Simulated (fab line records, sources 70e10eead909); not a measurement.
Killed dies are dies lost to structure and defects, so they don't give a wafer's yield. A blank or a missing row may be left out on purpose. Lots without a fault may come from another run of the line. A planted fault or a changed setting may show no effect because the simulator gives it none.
fab line records | flow nand_harc
record lots=6 wafers=16 last_day=33
route steps=1302 shown A_CHANNEL_FILL_D1@497 A_DECK1_JOINT@518 END@1302
lots that met no fault: from a run of the same line without faults
start_h: hours from the record's first day to the start of the lot's first wafer shown | wait_h: hours since the lot's step before | " the same as in the row above | L1.1+2: a row that stands for several wafers | - no value, or no start given | * or withheld: withheld | < > ~ a bound
route shown NAME@n: a module of which the file shows steps, and the number in the route of the first | usual: mean/standard deviation of fault-free wafers | same: alike in all rows | chamber/n: place in a boat | sites: the reading at each site | _std_site: their standard deviation | _edge_site: outer sites' mean less inner sites' | radius_mm: how far each site lies from the wafer's centre | mask NAME#n: copy n | behind: the tool/chamber that last shaped the wafer | hold: why the lot was held/for how many hours/how that ended | device: the transistor (n, p or np) that didn't switch | end of line: the same wafers' tests at the end of the route | a step without rows: its recipe alone | killed: dies lost to structure and defects at the first sort, not the wafer's yield | map: a wafer's dies, x killed, . not, _ none there
set.NAME: the setting as run; set.NAME@STEP: as run at that earlier step | model.NAME: the simulator's own value behind a step, which no gauge read
lots at some steps of the route; a table a step, a row a wafer
services: from which hour (start_h, from the record's first day; less than 0 if before it) a tool's chamber was out of use, for how many hours, and why
## steps
# step NHARC_A_CHANNEL_FILL_D1_ANNEAL_17
# recipe temp_c=850 time_s=1800
# step NHARC_A_CHANNEL_FILL_D1_CVD_18
# recipe target_thk_a=30 temp_c=550 material=poly-Si
# step NHARC_A_CHANNEL_FILL_D1_ETCHBACK_19
# recipe target_depth_a=50 time_s=1.7 hbr_flow_sccm=150 cl2_flow_sccm=50 rf_w=400 icp_w=400 bias_w=100 chemistry=HBr/Cl2
# usual bias_w=100.01/0.28 drypump_motor_current_A=5.9/0.39 oes_product_au=1.006/0.012 throttle_valve_pct=26.406/0.0099
# columns lot.wafer tool chamber start_h wait_h bias_w drypump_motor_current_A oes_product_au rf_hours_counter_h throttle_valve_pct
L912.4 rie_si-02 1 208.98 0.4 99.34 5.9 0.998 0.6 26.394
L912.2 " 3 " " 99.60 5.7 1.018 0.5 26.429
L912.6 " 0 " " 99.94 6.1 1.004 - 26.397
L916.2 rie_si-03 3 252.36 0.4 100.25 5.8 0.996 0.1 26.416
L916.4 " 1 " " 99.87 5.7 0.989 0.1 26.404
L916.5 " 0 " " 100.00 6.3 1.000 - 26.393
L918.6 rie_si-05 0 269.05 0.4 99.88 5.6 0.988 - 26.412
L926.2 rie_si-02 2 355.24 0.4 100.29 5.6 1.013 0.5 26.390
L926.3 " 3 " " 100.33 5.7 1.021 0.5 26.413
L926.6 " 0 " " 100.20 6.1 1.029 - 26.407
L928.2 rie_si-02 3 376.80 0.4 99.94 5.7 1.012 0.6 26.416
L928.1 " 0 " " 100.26 6.1 1.020 0.5 26.409
L928.3 " 2 " " 99.81 5.6 1.005 0.7 26.420
L933.3 rie_si-05 3 425.66 0.4 100.13 6.4 1.014 0.7 26.409
L933.1 " 0 " " 99.82 5.6 1.002 0.6 26.402
L933.6 " 2 " " 100.66 6.3 1.023 - 26.387
# step NHARC_A_CHANNEL_FILL_D1_ETCHBACK_20
# recipe target_depth_a=270 time_s=13.5 c4f8_flow_sccm=withheld o2_flow_sccm=8 ar_flow_sccm=withheld rf_w=600 bias_w=1500 chemistry=C4F8/O2/Ar
# usual bias_w=1500/4.3 oes_product_au=0.96/0.035 rf_vpp_V=979/7.2
# columns lot.wafer tool chamber start_h wait_h bias_w oes_product_au rf_hours_counter_h rf_vpp_V
L912.4 rie_diel-09 2 209.10 - 1502 1.00 1.8 988
L912.2 " 0 " " 1504 0.99 2.0 975
L912.6 " 3 " " 1495 1.00 - 988
L916.4 rie_diel-13 2 252.51 - 1500 0.98 4.6 968
L916.2 " 3 " " 1503 0.97 4.6 986
L916.5 " 1 " " 1498 0.97 - 981
L918.6 rie_diel-09 3 269.15 - 1497 0.93 - 990
L926.2 rie_diel-10 3 355.34 - 1499 0.93 4.9 971
L926.3 " 0 " " 1500 0.92 5.3 971
L926.6 " 3 " " 1495 0.94 - 970
L928.2 rie_diel-09 2 376.93 - 1496 0.99 3.2 987
L928.1 " 3 " " 1505 1.01 2.9 990
L928.3 " 0 " " 1498 0.99 2.8 975
L933.1 rie_diel-13 3 425.82 - 1496 0.91 6.5 985
L933.3 " 1 " " 1495 0.92 0.6 981
L933.6 " 2 " " 1498 0.92 - 968
# step NHARC_A_CHANNEL_FILL_D1_STRIP_28
# recipe time_s=20 o2_flow_sccm=500 ar_flow_sccm=0 bias_w=0 chemistry=O2
# usual drypump_motor_current_A=5.9/0.4 mfc_ar_sccm=0.015/0.014 oes_product_au=1.001/0.0094 rf_vpp_V=57.8/0.94 showerhead_plenum_p_Torr=3.56/0.18 throttle_valve_pct=17.036/0.0098
# same bias_w=0
# columns lot.wafer tool chamber start_h wait_h drypump_motor_current_A mfc_ar_sccm oes_product_au rf_hours_counter_h rf_vpp_V showerhead_plenum_p_Torr throttle_valve_pct
L912.2 rie_diel-09 2 209.19 0.1 6.0 0.028 0.996 1.8 57.7 3.77 17.022
L912.4 " 3 " " 5.9 0.036 0.999 2.1 56.3 3.79 17.024
L912.6 " 3 " " 6.0 0.036 0.995 - 59.2 3.79 17.048
L916.2 rie_diel-13 3 252.59 0.1 6.3 0 0.999 4.6 58.4 3.74 17.031
L916.4 " 0 " " 5.4 0.029 1.017 4.5 58.2 3.43 17.019
L916.5 " 1 " " 6.4 0 1.002 - 57.4 3.59 17.040
L918.6 rie_diel-09 1 269.22 0.1 6.3 0 0.997 - 58.1 3.58 17.031
L926.2 rie_diel-10 1 355.44 0.1 5.8 0 1.029 6.2 57.5 3.60 17.037
L926.3 " 2 " " 4.8 0 0.984 5.9 59.1 3.73 17.032
L926.6 " 0 " " 5.8 0.024 1.002 - 56.9 3.30 17.028
L928.2 rie_diel-09 2 377.04 0.1 6.0 0.028 1.003 3.2 56.8 3.77 17.039
L928.1 " 3 " " 5.9 0.036 1.006 2.9 57.9 3.78 17.040
L928.3 " 0 " " 6.1 0.013 0.995 2.8 57.3 3.45 17.030
L933.1 rie_diel-13 3 425.90 0.1 6.3 0 0.993 6.6 59.1 3.73 17.044
L933.3 " 1 " " 6.4 0 1.002 0.6 60.3 3.59 17.022
L933.6 " 2 " " 5.4 0.019 0.991 - 57.6 3.29 17.038
# step NHARC_A_CHANNEL_FILL_D1_PRECLEAN_21
# recipe time_s=30 chemistry=dHF
# step NHARC_A_CHANNEL_FILL_D1_SRD_23
# step NHARC_A_CHANNEL_FILL_D1_CVD_05
# recipe target_thk_a=50 temp_c=550 material=poly-Si
# step NHARC_A_CHANNEL_FILL_D1_ANNEAL_22
# recipe temp_c=620 time_s=7200
# step NHARC_A_CHANNEL_FILL_D1_THK_MEAS_06
# recipe thk_meas_gauge=ellipsometry
# usual thk_nm=5.2/0.95
# columns lot.wafer tool chamber start_h wait_h thk_nm
L912.2 film_metro-02 - 223.15 0.4 3.2
L912.4 " - " " 3.9
L912.6 " - " " 4.4
L916.2 film_metro-02 - 264.17 0.4 4.9
L916.4 " - " " 6.8
L916.5 " - " " 5.8
L918.6 film_metro-02 - 280.97 0.4 3.6
L926.2 film_metro-02 - 367.13 0.4 6.5
L926.3 " - " " 5.0
L926.6 " - " " 4.2
L928.1 film_metro-01 - 388.73 0.4 6.3
L928.2 " - " " 3.5
L928.3 " - " " 6.2
L933.1 film_metro-01 - 437.61 0.4 5.0
L933.3 " - " " 7.3
L933.6 " - " " 6.0
# step NHARC_A_CHANNEL_FILL_D1_ALD_25
# recipe target_thk_a=600 pulse_time_s=10 ald_cycles=600 temp_c=300 material=SiOx
# usual heater_power_w=470/31 precursor_pulse_height_rel=0.998/0.022
# columns lot.wafer tool chamber start_h wait_h heater_power_w precursor_pulse_height_rel
L912.2 ald_hk-02 3 223.20 0.1 408 1.031
L912.4 " 2 225.03 1.9 535 0.986
L912.6 " 0 226.25 3.1 536 0.962
L916.2 ald_hk-03 1 264.84 0.7 439 0.986
L916.4 " 2 " " 472 0.986
L916.5 " 1 267.29 3.1 425 0.971
L918.6 ald_hk-03 0 283.46 2.5 477 0.982
L926.3 ald_hk-02 2 367.19 0.0 518 1.011
L926.2 " 0 368.42 1.3 528 0.967
L926.6 " 3 370.26 3.1 402 0.972
L928.2 ald_hk-02 1 388.78 0.1 421 0.992
L928.1 " 3 390.01 1.3 409 1.008
L928.3 " 0 " " 525 0.998
L933.1 ald_hk-01 2 437.67 0.1 473 0.985
L933.3 " 0 440.13 2.5 448 1.021
L933.6 " 3 443.82 6.2 520 0.999
# step NHARC_A_CHANNEL_FILL_D1_ETCHBACK_08
# recipe target_depth_a=2200 time_s=110 c4f8_flow_sccm=20 ar_flow_sccm=withheld rf_w=600 bias_w=300 chemistry=C4F8
# step NHARC_A_CHANNEL_FILL_D1_STRIP_29
# recipe time_s=20 o2_flow_sccm=500 ar_flow_sccm=0 bias_w=0 chemistry=O2
# usual drypump_motor_current_A=5.9/0.4 mfc_ar_sccm=0.015/0.014 oes_product_au=1.002/0.0098 rf_vpp_V=57.8/0.98 showerhead_plenum_p_Torr=3.58/0.17 throttle_valve_pct=17.036/0.008
# same bias_w=0
# columns lot.wafer tool chamber start_h wait_h drypump_motor_current_A mfc_ar_sccm oes_product_au rf_hours_counter_h rf_vpp_V showerhead_plenum_p_Torr throttle_valve_pct
L912.4 rie_diel-10 3 228.86 - 5.7 0 1.004 8.4 58.3 3.34 17.037
L912.2 " 1 " " 5.8 0 1.002 11.1 57.5 3.60 17.036
L912.6 " 3 " " 5.7 0 1.002 - 56.7 3.34 17.055
L916.4 rie_diel-13 3 269.90 - 6.3 0 0.998 5.1 57.8 3.74 17.044
L916.2 " 0 " " 5.4 0.029 1.027 5.0 56.5 3.43 17.023
L916.5 " 2 " " 5.5 0.019 0.996 - 57.1 3.29 17.030
L918.6 rie_diel-13 2 286.70 - 5.5 0.019 1.003 - 57.8 3.29 17.042
L926.2 rie_diel-09 0 372.87 - 6.1 0.013 0.994 2.5 57.3 3.45 17.031
L926.3 " 1 " " 6.3 0 1.001 1.9 58.4 3.57 17.035
L926.6 " 3 " " 5.9 0.036 1.018 - 59.3 3.78 17.036
L928.3 rie_diel-10 1 394.50 0.1 5.8 0 1.009 10.0 57.4 3.59 17.042
L928.2 " 2 " " 4.8 0 0.986 8.9 57.6 3.73 17.041
L928.1 " 3 " " 5.7 0 1.010 7.4 57.6 3.33 17.048
L933.1 rie_diel-13 3 447.06 - 6.3 0 0.999 7.8 58.4 3.73 17.026
L933.3 " 1 " " 6.4 0 1.006 1.8 58.3 3.59 17.043
L933.6 " 3 " " 6.3 0 0.994 - 60.0 3.73 17.046
# step NHARC_A_CHANNEL_FILL_D1_PRECLEAN_30
# recipe time_s=30 chemistry=dHF
# step NHARC_A_CHANNEL_FILL_D1_SRD_31
# step NHARC_A_CHANNEL_FILL_D1_CVD_09
# recipe target_thk_a=1500 temp_c=620 pressure_mtorr=200 time_s=3000 material=poly-Si
# step NHARC_A_CHANNEL_FILL_D1_CMP_10
# recipe target_thk_nm=150
# step NHARC_A_CHANNEL_FILL_D1_SRD_12
# step NHARC_A_DECK1_JOINT_ETCHBACK_07
# recipe target_depth_a=1050 time_s=26.9 hbr_flow_sccm=150 rf_w=350 icp_w=350 bias_w=60 chemistry=HBr
# usual bias_w=60.00/0.2 drypump_motor_current_A=5.8/0.34 oes_product_au=1.000/0.0081 throttle_valve_pct=23.265/0.0093
# columns lot.wafer tool chamber start_h wait_h hold bias_w drypump_motor_current_A oes_product_au rf_hours_counter_h throttle_valve_pct
L912.2 rie_si-06 3 235.70 0.1 - 60.28 6.3 0.993 1.1 23.267
L912.4 " 0 " " - 59.63 5.6 1.008 1.1 23.268
L912.6 " 3 " " - 60.09 6.3 1.003 - 23.265
L916.4 rie_si-04 0 279.94 3.5 await_dispo/3.5h/release 59.79 5.8 0.999 0.7 23.263
L916.2 " 1 " " await_dispo/3.5h/release 60.12 5.8 1.007 0.7 23.263
L916.5 " 1 " " await_dispo/3.5h/release 60.11 5.8 1.008 - 23.252
L918.6 rie_si-06 2 295.19 2.3 await_dispo/2.2h/release 59.83 5.7 0.998 - 23.258
L926.2 rie_si-04 3 379.11 0.1 - 59.98 5.7 0.990 0.2 23.264
L926.3 " 0 " " - 59.94 5.8 0.992 0.2 23.287
L926.6 " 2 " " - 59.97 5.4 1.005 - 23.251
L928.3 rie_si-01 2 401.75 0.1 - 60.06 6.5 0.997 0.1 23.254
L928.2 " 3 " " - 59.87 5.8 0.997 0.1 23.273
L928.1 " 0 " " - 60.19 5.5 1.008 0.1 23.250
L933.3 rie_si-01 1 454.30 0.1 - 60.01 6.2 1.004 0.4 23.253
L933.1 " 3 " " - 60.19 5.8 0.999 0.5 23.263
L933.6 " 0 " " - 59.94 5.5 1.002 - 23.265
# step NHARC_END_SORT_01
# recipe temp_c=25
# usual killed_at_array=63/17 killed_at_other=0.8/1.1 killed_at_periphery=3.5/3 killed_dies=67/17 killed_open=3.1/1.6 killed_short=2.6/1.4
# same gross_dies=677
# columns lot.wafer tool chamber start_h wait_h killed_at_array killed_at_other killed_at_periphery killed_dies killed_open killed_short
L916.5 prober-02 0 596.78 3.7 171 0 5 176 5 4
L918.6 prober-02 0 660.85 4.0 121 0 3 124 3 1
L926.2 prober-01 0 699.03 2.8 70 1 6 77 2 0
L926.3 prober-01 0 699.82 3.1 87 2 11 100 3 5
L926.6 prober-01 0 702.20 4.0 76 1 9 86 2 1
L933.1 prober-01 0 778.86 2.5 52 0 3 55 1 1
L933.6 prober-01 0 782.87 4.0 48 0 3 51 1 3
# killed by level:class
L916.5 A_CHANNEL_FILL_D1:unspecified=72 A_CHANNEL_HOLE_D2:chamber_film_flake=34 A_SLIT:chamber_film_flake=29 A_CHANNEL_HOLE_D1:chamber_film_flake=27 P_M1:geometric_particle:open=2 P_M0:geometric_particle:short=1 A_ONON_D1:geometric_particle:open=1 A_ONON_D1:geometric_particle:short=1
L918.6 A_CHANNEL_FILL_D1:unspecified=77 A_CHANNEL_HOLE_D2:chamber_film_flake=31 A_CONTACT:chamber_film_flake=4 A_CHANNEL_FILL_D1:geometric_particle:open=2 P_BONDPAD:chamber_film_flake=2 A_CHANNEL_HOLE_D1:chamber_film_flake=2 A_WL_FILL:chamber_film_flake=2 P_M1:geometric_particle:open=1
L926.2 A_SLIT:chamber_film_flake=37 A_CHANNEL_HOLE_D2:chamber_film_flake=12 A_CHANNEL_HOLE_D1:chamber_film_flake=5 A_STAIRCASE:chamber_film_flake=5 A_CONTACT:chamber_film_flake=3 P_BONDPAD:chamber_film_flake=2 A_CHANNEL_FILL_D2:chamber_film_flake=2 A_M0:chamber_film_flake=2
L926.3 A_SLIT:chamber_film_flake=32 A_CHANNEL_HOLE_D2:chamber_film_flake=21 A_CONTACT:chamber_film_flake=9 P_BONDPAD:chamber_film_flake=5 P_M1:chamber_film_flake=4 A_CHANNEL_HOLE_D1:chamber_film_flake=4 A_M0:chamber_film_flake=4 A_DECK1_JOINT:chamber_film_flake=3
L926.6 A_SLIT:chamber_film_flake=32 A_CHANNEL_HOLE_D2:chamber_film_flake=19 A_CHANNEL_HOLE_D1:chamber_film_flake=8 A_CONTACT:chamber_film_flake=8 P_BONDPAD:chamber_film_flake=3 P_GATE:chamber_film_flake=2 P_M1:chamber_film_flake=2 A_CHANNEL_FILL_D2:chamber_film_flake=2
L933.1 A_SLIT:chamber_film_flake=33 A_CHANNEL_HOLE_D1:chamber_film_flake=12 P_GATE:chamber_film_flake=3 A_CHANNEL_HOLE_D2:chamber_film_flake=2 A_CONTACT:chamber_film_flake=2 A_CHANNEL_FILL_D1:geometric_particle:short=1 A_CHANNEL_FILL_D1:geometric_particle:open=1 A_DECK1_JOINT:chamber_film_flake=1
L933.6 A_SLIT:chamber_film_flake=28 A_CHANNEL_HOLE_D1:chamber_film_flake=12 A_CHANNEL_FILL_D2:geometric_particle:short=2 P_GATE:chamber_film_flake=2 A_DECK1_JOINT:chamber_film_flake=2 A_ONON_D2:geometric_particle:short=1 A_CONTACT:geometric_particle:open=1 P_M2:chamber_film_flake=1
# map L916.5 (x killed, . not)
____________.____________
_________......._________
_______..........._______
______xx...........______
_____xxx.x.x........_____
____xxxxxx...........____
____xxxxxx...........____
___xxxxxx.............___
___xxxxxxxx...........___
__xxxxxxxx.............__
__xxxxxxxx.............__
_.xxxxxxxx..........x..._
_..xxxxxx..............._
_..xxxxxx........x.x.xx._
_.xx.x.x..x.....x..xxx.._
_.................xxxx.._
.....x............xxxxx..
........x........x.xxxx..
................x...xx...
.x............xx...x.xx..
.............x.xx.x......
_xx...........xx..xx...._
_.............xxx.x....._
_...xx.x....x.xxxx......_
_xx.xx......x.xxxx......_
_..x.xx.......xxxx..x..._
__xxxxx.x....xxxxxx....__
__xx.xx.......x........__
___xxx.......x........___
___xx.xx..............___
____.............x...____
____.x..x............____
_____x.............._____
______.............______
_______..........._______
_________......._________
____________.____________
# map L918.6 (x killed, . not)
____________.____________
_________......._________
_______..........._______
______.xx..........______
_____xx.x..........._____
____xxxxxx...........____
____xxxxxx...........____
___xxxxxxxx......x....___
___xxxxxx.............___
__xxxxxxxx.............__
__xxxxxxx..............__
_.xxxxxxxx.............._
_xxxxxxxx..............._
_..xxxxxx.......x......._
_...xxxxx..............._
_....xxx................_
......x............x.....
...............x.x.......
..................x......
........xx.....x..x......
............x.xx....x....
_............xxxxx.x..x._
_..............x.x.x...._
_.............xxx...x..._
_............xxxxx.x...._
_............x.x........_
__............x.x......__
__.............xx......__
___............xx.....___
___..x................___
____.................____
____...x.......x.....____
_____....x.........._____
______.............______
_______x.........._______
_________......._________
____________.____________
## services
# columns tool chamber start_h hours kind
rie_si-01 - 193.00 9.0 pm
rie_diel-09 1 215.03 11.2 repair
rie_si-01 2 231.27 6.6 repair
rie_diel-10 - 242.50 9.0 pm
rie_si-04 3 259.19 3.1 repair
rie_si-02 - 263.40 9.1 repair
rie_si-02 - 277.59 9.0 pm
rie_diel-09 - 320.10 9.0 pm
rie_diel-10 1 321.12 6.6 repair
rie_si-04 - 342.00 9.0 pm
rie_diel-13 - 342.29 9.0 pm
ald_hk-02 - 350.84 10.0 pm
rie_diel-13 1 353.90 60.0 repair
rie_diel-09 1 356.85 6.0 repair
rie_diel-13 - 364.18 1.8 repair
rie_si-01 - 370.00 9.0 pm
rie_diel-09 1 374.04 5.1 repair
rie_diel-13 - 380.10 0.2 repair
rie_diel-10 0 394.00 3.6 repair
rie_si-02 1 415.34 5.5 repair
rie_diel-10 - 419.50 9.0 pm
rie_diel-13 - 440.38 0.2 repair
rie_diel-13 2 443.77 1.6 repair
rie_diel-13 3 452.45 5.7 repair
## key
first_sign step=NHARC_END_SORT_01 reading=killed_at_array direction=up sigmas=4.8 usual=63 struck=146
effect step=NHARC_END_SORT_01 reading=killed_dies direction=up sigmas=4.7 usual=67 struck=150
more_kills_born_at NHARC_A_CHANNEL_FILL_D1_STRIP_29@rie_diel-13=149
met_at NHARC_A_CHANNEL_FILL_D1_STRIP_29
struck_wafers L916.5,L918.6
tester_left_out L916,L918
fault kind=chamber_particle_source tool=rie_diel-13 chamber=2 onset_h=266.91 steps=NHARC_A_CHANNEL_FILL_D1_STRIP_29 rate_per_visit_cm2=1.2047 end_h=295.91
# tester_left_out: of these lots the tester's yield and bins aren't shown, on N5 and GAA mostly nor the transistor test; their killed dies are dies lost to structure and defects alone, not to doping, threshold or leakage, so they don't give the yield
